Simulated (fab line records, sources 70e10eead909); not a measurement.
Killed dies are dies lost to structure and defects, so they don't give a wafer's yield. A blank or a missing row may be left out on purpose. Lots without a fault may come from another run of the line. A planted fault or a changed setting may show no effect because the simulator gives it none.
fab line records | flow nand_harc
record lots=5 wafers=14 last_day=25
route steps=1159 shown A_STAIRCASE@617
lots that met no fault: from a run of the same line without faults
start_h: hours from the record's first day to the start of the lot's first wafer shown | wait_h: hours since the lot's step before | " the same as in the row above | L1.1+2: a row that stands for several wafers | - no value, or no start given | * or withheld: withheld | < > ~ a bound
route shown NAME@n: a module of which the file shows steps, and the number in the route of the first | usual: mean/standard deviation of fault-free wafers | same: alike in all rows | chamber/n: place in a boat | sites: the reading at each site | _std_site: their standard deviation | _edge_site: outer sites' mean less inner sites' | radius_mm: how far each site lies from the wafer's centre | mask NAME#n: copy n | behind: the tool/chamber that last shaped the wafer | hold: why the lot was held/for how many hours/how that ended | device: the transistor (n, p or np) that didn't switch | end of line: the same wafers' tests at the end of the route | a step without rows: its recipe alone | killed: dies lost to structure and defects at the first sort, not the wafer's yield | map: a wafer's dies, x killed, . not, _ none there
set.NAME: the setting as run; set.NAME@STEP: as run at that earlier step | model.NAME: the simulator's own value behind a step, which no gauge read
lots at some steps of the route; a table a step, a row a wafer
services: from which hour (start_h, from the record's first day; less than 0 if before it) a tool's chamber was out of use, for how many hours, and why
## steps
# step NHARC_A_STAIRCASE_ETCH_223
# recipe target_depth_a=1000 time_s=40.5 ion_energy_ev=400 c4f8_flow_sccm=20 o2_flow_sccm=10 ar_flow_sccm=withheld rf_w=600 bias_w=1000 chemistry=C4F8/O2
# step NHARC_A_STAIRCASE_TRIM_224
# recipe time_s=211.2 o2_flow_sccm=500 ar_flow_sccm=0 bias_w=0 chemistry=O2
# step NHARC_A_STAIRCASE_ETCH_225
# recipe target_depth_a=1000 time_s=40.5 ion_energy_ev=400 c4f8_flow_sccm=20 o2_flow_sccm=10 ar_flow_sccm=withheld rf_w=600 bias_w=1000 chemistry=C4F8/O2
# step NHARC_A_STAIRCASE_TRIM_226
# recipe time_s=211.2 o2_flow_sccm=500 ar_flow_sccm=0 bias_w=0 chemistry=O2
# step NHARC_A_STAIRCASE_ETCH_227
# recipe target_depth_a=1000 time_s=40.5 ion_energy_ev=400 c4f8_flow_sccm=20 o2_flow_sccm=10 ar_flow_sccm=withheld rf_w=600 bias_w=1000 chemistry=C4F8/O2
# step NHARC_A_STAIRCASE_TRIM_229
# recipe time_s=211.2 o2_flow_sccm=500 ar_flow_sccm=0 bias_w=0 chemistry=O2
# usual drypump_motor_current_A=5.9/0.48 oes_product_au=1.004/0.0072 rf_vpp_V=57.6/0.99 showerhead_plenum_p_Torr=3.49/0.17 throttle_valve_pct=17.035/0.01
# columns lot.wafer tool chamber start_h wait_h drypump_motor_current_A oes_product_au rf_hours_counter_h rf_vpp_V showerhead_plenum_p_Torr throttle_valve_pct
L476.2 rie_diel-03 0 264.12 0.1 5.3 0.999 19 55.9 3.29 17.026
L476.5 " 2 " " 6.7 1.004 - 58.2 3.51 17.020
L476.6 " 3 " " 6.4 1.005 - 57.8 3.71 17.010
L481.3 rie_diel-11 0 302.35 0.1 6.6 1.002 36 57.3 3.58 17.038
L481.1 " 1 " " 5.5 1.010 39 56.9 3.40 17.048
L481.5 " 0 " " 6.5 1.016 - 59.1 3.58 17.012
L490.2 rie_diel-11 2 357.03 0.1 5.4 0.992 60 57.2 3.62 17.036
L490.5 " 0 " " 6.5 1.021 - 59.3 3.57 17.032
L496.1 rie_diel-03 2 374.85 0.1 6.8 1.015 62 58.5 3.49 17.028
L496.3 " 3 " " 6.4 1.007 60 58.6 3.69 17.042
L496.5 " 2 " " 6.8 1.002 - 57.8 3.49 17.031
L497.3 rie_diel-04 1 375.53 0.1 6.1 1.004 35 58.8 3.79 17.038
L497.1 " 2 " " 5.6 1.016 30 58.2 3.28 17.036
L497.6 " 0 " " 5.9 1.002 - 57.8 3.58 17.034
# step NHARC_A_STAIRCASE_ETCH_230
# recipe target_depth_a=1000 time_s=40.5 ion_energy_ev=400 c4f8_flow_sccm=20 o2_flow_sccm=10 ar_flow_sccm=withheld rf_w=600 bias_w=1000 chemistry=C4F8/O2
# usual oes_product_au=0.948/0.017 rf_vpp_V=895/6.4
# columns lot.wafer tool chamber start_h wait_h oes_product_au rf_hours_counter_h rf_vpp_V
L476.2 rie_diel-03 3 - - 0.939 16 902
L476.5 " 0 " " 0.946 - 887
L476.6 " 1 " " 0.962 - 888
L481.3 rie_diel-11 1 - - 0.923 39 891
L481.1 " 3 " " 0.923 38 884
L481.5 " 1 " " 0.928 - 891
L490.2 rie_diel-11 1 - - 0.940 59 892
L490.5 " 2 " " 0.946 - 897
L496.3 rie_diel-03 2 - - 0.941 62 894
L496.1 " 1 " " 0.945 58 889
L496.5 " 3 " " 0.947 - 902
L497.1 rie_diel-04 1 - - 0.921 35 905
L497.3 " 3 " " 0.928 31 902
L497.6 " 1 " " 0.928 - 905
# step NHARC_A_STAIRCASE_TRIM_231
# recipe time_s=211.2 o2_flow_sccm=500 ar_flow_sccm=0 bias_w=0 chemistry=O2
# usual drypump_motor_current_A=6.0/0.49 oes_product_au=1.002/0.0066 rf_vpp_V=57.6/0.83 showerhead_plenum_p_Torr=3.49/0.17 throttle_valve_pct=17.036/0.0091
# columns lot.wafer tool chamber start_h wait_h drypump_motor_current_A oes_product_au rf_hours_counter_h rf_vpp_V showerhead_plenum_p_Torr throttle_valve_pct
L476.2 rie_diel-03 0 - - 5.3 1.006 19 56.6 3.29 17.032
L476.6 " 1 " " 6.4 0.992 - 57.6 3.33 17.027
L476.5 " 2 " " 6.7 1.003 - 56.5 3.51 17.046
L481.3 rie_diel-11 0 - - 6.5 0.990 36 57.8 3.58 17.039
L481.1 " 2 " " 5.4 0.998 40 59.7 3.63 17.035
L481.5 " 0 " " 6.6 1.000 - 58.0 3.58 17.028
L490.2 rie_diel-11 3 - - 5.4 1.002 57 57.4 3.26 17.033
L490.5 " 2 " " 5.4 1.002 - 57.2 3.62 17.046
L496.3 rie_diel-03 0 - - 5.3 0.990 60 57.9 3.27 17.046
L496.1 " 1 " " 6.4 1.006 58 56.9 3.31 17.039
L496.5 " 3 " " 6.4 1.012 - 59.1 3.69 17.030
L497.3 rie_diel-04 1 - - 6.1 0.995 35 57.8 3.79 17.020
L497.1 " 2 " " 5.6 1.001 30 56.6 3.28 17.044
L497.6 " 2 " " 5.6 1.007 - 56.2 3.28 17.038
# step NHARC_A_STAIRCASE_ETCH_232
# recipe target_depth_a=1000 time_s=40.5 ion_energy_ev=400 c4f8_flow_sccm=20 o2_flow_sccm=10 ar_flow_sccm=withheld rf_w=600 bias_w=1000 chemistry=C4F8/O2
# usual oes_product_au=0.947/0.015 rf_vpp_V=895/6.6
# columns lot.wafer tool chamber start_h wait_h oes_product_au rf_hours_counter_h rf_vpp_V
L476.2 rie_diel-03 0 - - 0.944 19 886
L476.6 " 2 " " 0.947 - 895
L476.5 " 3 " " 0.954 - 903
L481.1 rie_diel-11 3 - - 0.945 38 886
L481.3 " 2 " " 0.943 40 898
L481.5 " 0 " " 0.925 - 898
L490.2 rie_diel-11 1 - - 0.930 59 890
L490.5 " 2 " " 0.923 - 898
L496.3 rie_diel-03 1 - - 0.934 58 888
L496.1 " 2 " " 0.931 62 894
L496.5 " 2 " " 0.934 - 896
L497.3 rie_diel-04 2 - - 0.932 30 886
L497.1 " 3 " " 0.928 31 901
L497.6 " 2 " " 0.921 - 887
# step NHARC_A_STAIRCASE_TRIM_233
# recipe time_s=211.2 o2_flow_sccm=500 ar_flow_sccm=0 bias_w=0 chemistry=O2
# step NHARC_A_STAIRCASE_ETCH_234
# recipe target_depth_a=1000 time_s=40.5 ion_energy_ev=400 c4f8_flow_sccm=20 o2_flow_sccm=10 ar_flow_sccm=withheld rf_w=600 bias_w=1000 chemistry=C4F8/O2
# step NHARC_A_STAIRCASE_TRIM_235
# recipe time_s=211.2 o2_flow_sccm=500 ar_flow_sccm=0 bias_w=0 chemistry=O2
# usual drypump_motor_current_A=5.9/0.48 oes_product_au=1.003/0.0079 rf_vpp_V=57.7/0.93 showerhead_plenum_p_Torr=3.49/0.17 throttle_valve_pct=17.037/0.0092
# columns lot.wafer tool chamber start_h wait_h drypump_motor_current_A oes_product_au rf_hours_counter_h rf_vpp_V showerhead_plenum_p_Torr throttle_valve_pct
L476.2 rie_diel-03 0 264.82 - 5.3 0.999 19 56.3 3.29 17.047
L476.5 " 3 " " 6.4 0.997 - 58.5 3.71 17.038
L476.6 " 0 " " 5.3 0.999 - 57.5 3.29 17.044
L481.3 rie_diel-11 1 303.09 - 5.5 1.008 39 56.0 3.40 17.055
L481.1 " 2 " " 5.4 1.000 40 58.8 3.63 17.040
L481.5 " 2 " " 5.4 1.010 - 56.9 3.63 17.045
L490.2 rie_diel-11 3 357.76 - 5.4 1.312 57 59.0 3.26 17.036
L490.5 " 3 " " 5.4 1.004 - 58.2 3.26 17.035
L496.3 rie_diel-03 3 375.65 - 6.4 1.003 60 58.7 3.69 17.024
L496.1 " 0 " " 5.3 0.992 60 57.6 3.27 17.036
L496.5 " 2 " " 6.8 0.996 - 58.0 3.48 17.045
L497.1 rie_diel-04 0 376.36 - 6.0 1.015 33 57.7 3.58 17.042
L497.3 " 3 " " 6.0 0.993 31 58.5 3.68 17.032
L497.6 " 0 " " 5.9 1.013 - 57.8 3.58 17.018
# step NHARC_A_STAIRCASE_ETCH_236
# recipe target_depth_a=1000 time_s=40.5 ion_energy_ev=400 c4f8_flow_sccm=20 o2_flow_sccm=10 ar_flow_sccm=withheld rf_w=600 bias_w=1000 chemistry=C4F8/O2
# usual oes_product_au=0.944/0.0094 rf_vpp_V=894/6.3
# columns lot.wafer tool chamber start_h wait_h oes_product_au rf_hours_counter_h rf_vpp_V
L476.2 rie_diel-03 3 - - 0.946 17 902
L476.6 " 1 " " 0.946 - 889
L476.5 " 2 " " 0.950 - 895
L481.3 rie_diel-11 2 - - 0.954 40 900
L481.1 " 3 " " 0.957 39 888
L481.5 " 2 " " 0.937 - 900
L490.2 rie_diel-11 3 - - 0.933 57 885
L490.5 " 0 " " 0.932 - 899
L496.1 rie_diel-03 2 - - 0.940 62 893
L496.3 " 3 " " 0.950 60 902
L496.5 " 1 " " 0.944 - 888
L497.3 rie_diel-04 2 - - 0.939 30 886
L497.1 " 0 " " 0.932 33 898
L497.6 " 1 " " 0.939 - 905
## services
# columns tool chamber start_h hours kind
rie_diel-03 0 248.93 - clean
rie_diel-03 1 248.93 - clean
rie_diel-03 2 248.93 - clean
rie_diel-03 3 248.93 - clean
rie_diel-11 - 266.91 0.6 repair
rie_diel-03 1 267.09 5.7 repair
rie_diel-03 0 273.43 - clean
rie_diel-03 1 273.43 - clean
rie_diel-03 2 273.43 - clean
rie_diel-03 3 273.43 - clean
rie_diel-03 1 273.67 5.0 repair
rie_diel-04 - 289.30 9.0 pm
rie_diel-03 0 298.37 - clean
rie_diel-03 1 298.37 - clean
rie_diel-03 2 298.37 - clean
rie_diel-03 3 298.37 - clean
rie_diel-11 0 304.69 1.6 repair
rie_diel-03 0 322.87 - clean
rie_diel-03 1 322.87 - clean
rie_diel-03 2 322.87 - clean
rie_diel-03 3 322.87 - clean
rie_diel-11 3 334.96 3.5 repair
rie_diel-03 0 347.37 - clean
rie_diel-11 - 366.50 9.0 pm
## key
first_sign step=NHARC_A_STAIRCASE_TRIM_235 reading=oes_product_au direction=up sigmas=39 usual=1.003 struck=1.312
effect none on later readings
met_at NHARC_A_STAIRCASE_TRIM_235
struck_wafers L490.2
later_rows_left_out L490.2
sort_left_out L490.2
tester_left_out L490
onset_between 303.09 357.76
fault kind=process_parameter_drift tool=rie_diel-11 chamber=- onset_h=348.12 steps=NHARC_A_STAIRCASE_TRIM_235 channel=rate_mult offset=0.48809 shape=step end_h=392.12 scope=struck_wafers_only
# tester_left_out: of these lots the tester's yield and bins aren't shown, on N5 and GAA mostly nor the transistor test; their killed dies are dies lost to structure and defects alone, not to doping, threshold or leakage, so they don't give the yield
# sort_left_out: the simulated sort isn't trusted on such a fault, so these wafers' sort isn't shown, and their yield isn't known
# later_rows_left_out: the simulator's readings of these wafers behind a module that went badly wrong aren't trusted and aren't shown, but for the sort
